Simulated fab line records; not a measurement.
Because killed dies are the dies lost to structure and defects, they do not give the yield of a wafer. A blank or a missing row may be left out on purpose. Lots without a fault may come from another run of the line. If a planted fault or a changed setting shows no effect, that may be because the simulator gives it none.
Which tool is to blame? | flow nand-harc | 11 lots with 33 wafers sampled at 5 steps, on a route of 1302 steps

WHAT THE GAUGES SHOWED, per wafer
NHARC_END_SORT_01. Usual: killed-at-array 59, standard deviation 20; killed-at-other 0.8, standard deviation 1.2; killed-at-periphery 3.5, standard deviation 2.2; killed-dies 63, standard deviation 20; killed-open 3.3, standard deviation 1.8; killed-short 2.6, standard deviation 1.7.
lot  | measured     | on        | killed-at-array | killed-at-other | killed-at-periphery | killed-dies | killed-open | killed-short | flag
L763 | day 29 07:23 | prober-01 | 675 676 676     | 1 0 0           | 1 1 1               | 677 677 677 | 1 4 4       | 5 4 1        | OFF
L765 | day 29 21:09 | prober-02 | 672 673 672     | 1 1 0           | 4 3 5               | 677 677 677 | 5 2 3       | 3 3 4        | OFF
L770 | day 32 19:56 | prober-01 | 76              | 2               | 5                   | 83          | 7           | 3            |
L771 | day 33 00:58 | prober-02 | 39 42 40        | 0 0 0           | 6 8 8               | 45 50 48    | 7 2 5       | 2 2 5        |

WHICH TOOL RAN EACH LOT (tool, then ch and the chambers of the sampled wafers, then the start)
lot  | NHARC_A_CHANNEL_HOLE_D1_ETCH_26  | NHARC_A_CHANNEL_HOLE_D1_STRIP_27              | NHARC_A_CHANNEL_FILL_D1_ETCHBACK_20 | NHARC_A_CHANNEL_FILL_D1_STRIP_29
L751 | har-etch-01 ch 0,1, day 8 11:41  | rie-diel-11 ch 0,1, day 9 16:08 or earlier    | rie-diel-06 ch 1,2,3, day 9 16:08   | rie-diel-06 ch 0,3, day 10 12:01
L757 | har-etch-01 ch 0,1, day 11 08:43 | rie-diel-11 ch 0,2,3, day 12 11:08 or earlier | rie-diel-01 ch 0,1, day 12 11:08    | rie-diel-06 ch 2,3, no start
L759 | har-etch-01 ch 0,1, day 12 09:11 | rie-diel-11 ch 1,2,3, day 13 12:52 or earlier | rie-diel-03 ch 0,1,3, day 13 12:52  | rie-diel-01 ch 0,2,3, no start
L760 | har-etch-02 ch 0,1, day 12 10:48 | rie-diel-11 ch 0,1,3, day 13 12:53 or earlier | rie-diel-06 ch 1,2,3, day 13 12:53  | rie-diel-03 ch 0,1,3, no start
L763 | har-etch-02 ch 0,1, day 13 15:47 | rie-diel-11 ch 0,1, day 14 15:02 or earlier   | rie-diel-06 ch 0,1, day 14 15:02    | rie-diel-06 ch 0,1,2, day 29 07:23 or earlier
L765 | har-etch-01 ch 0,1, day 14 15:13 | rie-diel-11 ch 0,2,3, day 15 18:29 or earlier | rie-diel-06 ch 1,2, day 15 18:29    | rie-diel-06 ch 0,1, day 29 21:09 or earlier
L770 | har-etch-01 ch 0,1, day 16 17:04 | rie-diel-11 ch 0,1,2, day 17 20:38 or earlier | rie-diel-03 ch 1,2,3, day 17 20:38  | rie-diel-06 ch 0,1,2, day 32 19:56 or earlier
L771 | har-etch-01 ch 0,1, day 17 09:14 | rie-diel-11 ch 0,2,3, day 18 11:27 or earlier | rie-diel-01 ch 0,1,3, day 18 11:27  | rie-diel-01 ch 0,2,3, day 33 00:58 or earlier
L773 | har-etch-01 ch 0,1, day 17 17:11 | rie-diel-11 ch 0,3, day 18 19:31 or earlier   | rie-diel-03 ch 2,3, day 18 19:31    | rie-diel-01 ch 0,1,3, no start
L772 | har-etch-02 ch 0,1, day 17 20:43 | rie-diel-11 ch 0,1,2, day 18 23:52 or earlier | rie-diel-06 ch 1,2, day 18 23:52    | rie-diel-06 ch 1,3, no start
L774 | har-etch-02 ch 0,1, day 18 05:02 | rie-diel-11 ch 0,2, day 19 09:04 or earlier   | rie-diel-01 ch 0,1,3, day 19 09:04  | rie-diel-01 ch 0,3, no start
- NHARC_A_CHANNEL_HOLE_D1_ETCH_26: etches the open film in C4F8/O2/Ar, time 224.1 s, target depth 300 nm.
- NHARC_A_CHANNEL_HOLE_D1_STRIP_27: strips in O2.
- NHARC_A_CHANNEL_FILL_D1_ETCHBACK_20: etches the open film in C4F8/O2/Ar, target depth 27 nm, time 13.5 s.
- NHARC_A_CHANNEL_FILL_D1_STRIP_29: strips in O2, time 20 s.

AS READ BY THE TOOLS THEMSELVES (means over the sampled wafers that have a number; for cases with no such wafer, the mark the record gives instead)
NHARC_A_CHANNEL_HOLE_D1_ETCH_26. Usual: chamber-pressure-mTorr 30.003 mTorr, standard deviation 0.027; drypump-motor-current-A 5.6 A, standard deviation 0.46; showerhead-plenum-p-Torr 3.65 Torr, standard deviation 0.14; throttle-valve-pct 24.586 %, standard deviation 0.0099.
lot  | tool        | chamber-pressure-mTorr (mTorr) | drypump-motor-current-A (A) | showerhead-plenum-p-Torr (Torr) | throttle-valve-pct (%) | flag
L751 | har-etch-01 | 30.002                         | 6.0                         | 3.71                            | 24.584                 |
L757 | har-etch-01 | 29.995                         | 5.7                         | 3.63                            | 24.584                 |
L759 | har-etch-01 | 30.009                         | 6.0                         | 3.69                            | 24.576                 |
L760 | har-etch-02 | 29.998                         | 5.3                         | 3.52                            | 24.576                 |
L763 | har-etch-02 | 29.985                         | 5.3                         | 3.51                            | 24.587                 |
L765 | har-etch-01 | 30.032                         | 5.7                         | 3.60                            | 24.584                 |
L770 | har-etch-01 | 30.002                         | 5.7                         | 3.58                            | 24.588                 |
L771 | har-etch-01 | 29.999                         | 5.7                         | 3.57                            | 24.586                 |
L773 | har-etch-01 | 30.028                         | 5.7                         | 3.57                            | 24.579                 |
L772 | har-etch-02 | 29.980                         | 5.3                         | 3.87                            | 24.591                 |
L774 | har-etch-02 | 29.997                         | 5.3                         | 3.87                            | 24.590                 |

NHARC_A_CHANNEL_HOLE_D1_STRIP_27. Usual: chamber-pressure-mTorr 60.00 mTorr, standard deviation 0.054; drypump-motor-current-A 5.7 A, standard deviation 0.34; oes-product-au 1.001 a.u., standard deviation 0.011; rf-vpp-V 57.8 V, standard deviation 0.89; showerhead-plenum-p-Torr 3.52 Torr, standard deviation 0.098; throttle-valve-pct 17.036 %, standard deviation 0.0097.
lot  | tool        | chamber-pressure-mTorr (mTorr) | drypump-motor-current-A (A) | oes-product-au (a.u.) | rf-vpp-V (V) | showerhead-plenum-p-Torr (Torr) | throttle-valve-pct (%) | flag
L751 | rie-diel-11 | 60.01                          | 5.8                         | 1.000                 | 58.3         | 3.51                            | 17.026                 |
L757 | rie-diel-11 | 60.00                          | 5.5                         | 1.003                 | 57.5         | 3.51                            | 17.039                 |
L759 | rie-diel-11 | 59.96                          | 5.5                         | 1.005                 | 57.8         | 3.58                            | 17.029                 |
L760 | rie-diel-11 | 60.05                          | 5.7                         | 0.994                 | 58.7         | 3.53                            | 17.032                 |
L763 | rie-diel-11 | 60.01                          | 5.8                         | 0.998                 | 57.3         | 3.58                            | 17.043                 |
L765 | rie-diel-11 | 59.99                          | 5.4                         | 0.993                 | 57.2         | 3.51                            | 17.042                 |
L770 | rie-diel-11 | 60.04                          | 5.6                         | 0.991                 | 57.7         | 3.55                            | 17.034                 |
L771 | rie-diel-11 | 60.01                          | 5.4                         | 0.994                 | 57.5         | 3.51                            | 17.030                 |
L773 | rie-diel-11 | 60.00                          | 5.5                         | 0.992                 | 57.0         | 3.49                            | 17.034                 |
L772 | rie-diel-11 | 60.00                          | 5.6                         | 1.007                 | 57.4         | 3.55                            | 17.030                 |
L774 | rie-diel-11 | 59.99                          | 5.5                         | 0.985                 | 57.3         | 3.47                            | 17.047                 |

NHARC_A_CHANNEL_FILL_D1_ETCHBACK_20. Usual: bias-w 1499 W, standard deviation 4.5; chamber-pressure-mTorr 24.998 mTorr, standard deviation 0.024; oes-product-au 0.97 a.u., standard deviation 0.034; rf-vpp-V 980 V, standard deviation 5.6.
lot  | tool        | bias-w (W) | chamber-pressure-mTorr (mTorr) | oes-product-au (a.u.) | rf-vpp-V (V) | flag
L751 | rie-diel-06 | 1499       | 25.003                         | 1.01                  | 981          |
L757 | rie-diel-01 | 1498       | 24.986                         | 1.00                  | 983          |
L759 | rie-diel-03 | 1503       | 24.975                         | 1.01                  | 983          |
L760 | rie-diel-06 | 1497       | 24.981                         | 1.00                  | 982          |
L763 | rie-diel-06 | -          | -                              | -                     | -            | OFF
L765 | rie-diel-06 | -          | -                              | -                     | -            | OFF
L770 | rie-diel-03 | 1501       | 25.010                         | 0.93                  | 985          |
L771 | rie-diel-01 | 1500       | 24.991                         | 0.98                  | 978          |
L773 | rie-diel-03 | 1497       | 25.021                         | 0.92                  | 984          |
L772 | rie-diel-06 | 1501       | 24.970                         | 0.92                  | 985          |
L774 | rie-diel-01 | 1497       | 25.014                         | 0.94                  | 979          |

NHARC_A_CHANNEL_FILL_D1_STRIP_29. Usual: chamber-pressure-mTorr 60.00 mTorr, standard deviation 0.053; drypump-motor-current-A 5.66 A, standard deviation 0.24; oes-product-au 0.999 a.u., standard deviation 0.011; rf-vpp-V 57.8 V, standard deviation 0.89; showerhead-plenum-p-Torr 3.56 Torr, standard deviation 0.13; throttle-valve-pct 17.036 %, standard deviation 0.0088.
lot  | tool        | chamber-pressure-mTorr (mTorr) | drypump-motor-current-A (A) | oes-product-au (a.u.) | rf-vpp-V (V) | showerhead-plenum-p-Torr (Torr) | throttle-valve-pct (%) | flag
L751 | rie-diel-06 | 60.02                          | 5.50                        | 0.994                 | 57.9         | 3.43                            | 17.032                 |
L757 | rie-diel-06 | 59.99                          | 5.55                        | 1.001                 | 57.3         | 3.52                            | 17.031                 |
L759 | rie-diel-01 | 60.01                          | 5.73                        | 1.003                 | 58.3         | 3.57                            | 17.034                 |
L760 | rie-diel-03 | 59.99                          | 5.87                        | 1.014                 | 58.0         | 3.64                            | 17.032                 |
L763 | rie-diel-06 | 60.00                          | 5.74                        | 0.996                 | 57.9         | 3.59                            | 17.040                 |
L765 | rie-diel-06 | 59.97                          | 5.74                        | 0.993                 | 58.0         | 3.63                            | 17.026                 |
L770 | rie-diel-06 | 60.02                          | 5.73                        | 0.994                 | 57.7         | 3.58                            | 17.036                 |
L771 | rie-diel-01 | 60.02                          | 5.75                        | 1.002                 | 57.7         | 3.57                            | 17.032                 |
L773 | rie-diel-01 | 59.99                          | 5.65                        | 0.997                 | 57.7         | 3.54                            | 17.040                 |
L772 | rie-diel-06 | 60.01                          | 5.56                        | 1.009                 | 57.3         | 3.57                            | 17.038                 |
L774 | rie-diel-01 | 59.98                          | 5.86                        | 0.990                 | 57.8         | 3.52                            | 17.038                 |

THE ANSWER, worked out from the rows above alone
Rule: take the mean of a lot's wafers that have a number; if it is more than 3 standard deviations from the usual mean, the lot is off. A lot without any number at a reading at which 4 lots or more have one is off too. Where the step has rows for the other lots, those lots are counted as sound. The gauges are gone through in route order, then the tools' own readings, and for those a lot's mean is taken as printed above. At the first step where some lot is off, the reading lying furthest off is the one used; lots without a number count as furthest.
Off at NHARC_END_SORT_01 (killed-at-array): L763, L765. Neither off nor sound, because the step has no rows for them: L751, L757, L759, L760, L773, L772, L774.
A tool fits if, at a process step before that reading, it ran every lot that is off, and no sound lot after the first of them. Not tried: the gauges at NHARC_END_SORT_01; whatever is off there is also off at NHARC_A_CHANNEL_FILL_D1_ETCHBACK_20, on other tools, and gauge error can't account for it. NHARC_A_CHANNEL_HOLE_D1_STRIP_27: start missing for some lots; hours and lot order therefore follow NHARC_A_CHANNEL_FILL_D1_ETCHBACK_20. NHARC_A_CHANNEL_FILL_D1_STRIP_29: start missing for some lots; hours and lot order therefore follow NHARC_END_SORT_01. One candidate fits, namely rie-diel-06 at NHARC_A_CHANNEL_FILL_D1_ETCHBACK_20. It ran no sound lot before its first lot that is off in this sample, so the start can't be narrowed down.
Blank at NHARC_A_CHANNEL_FILL_D1_ETCHBACK_20 on the lots that are off, where sound lots have numbers: bias-w, chamber-pressure-mTorr, oes-product-au, rf-vpp-V.

WHAT WAS PUT IN BY THE SIMULATOR
Entire step skipped (rie-diel-06, NHARC_A_CHANNEL_FILL_D1_ETCHBACK_20), from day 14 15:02 onward. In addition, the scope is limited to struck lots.
Struck lots among those shown: L763, L765. This agrees with what the rule above found.
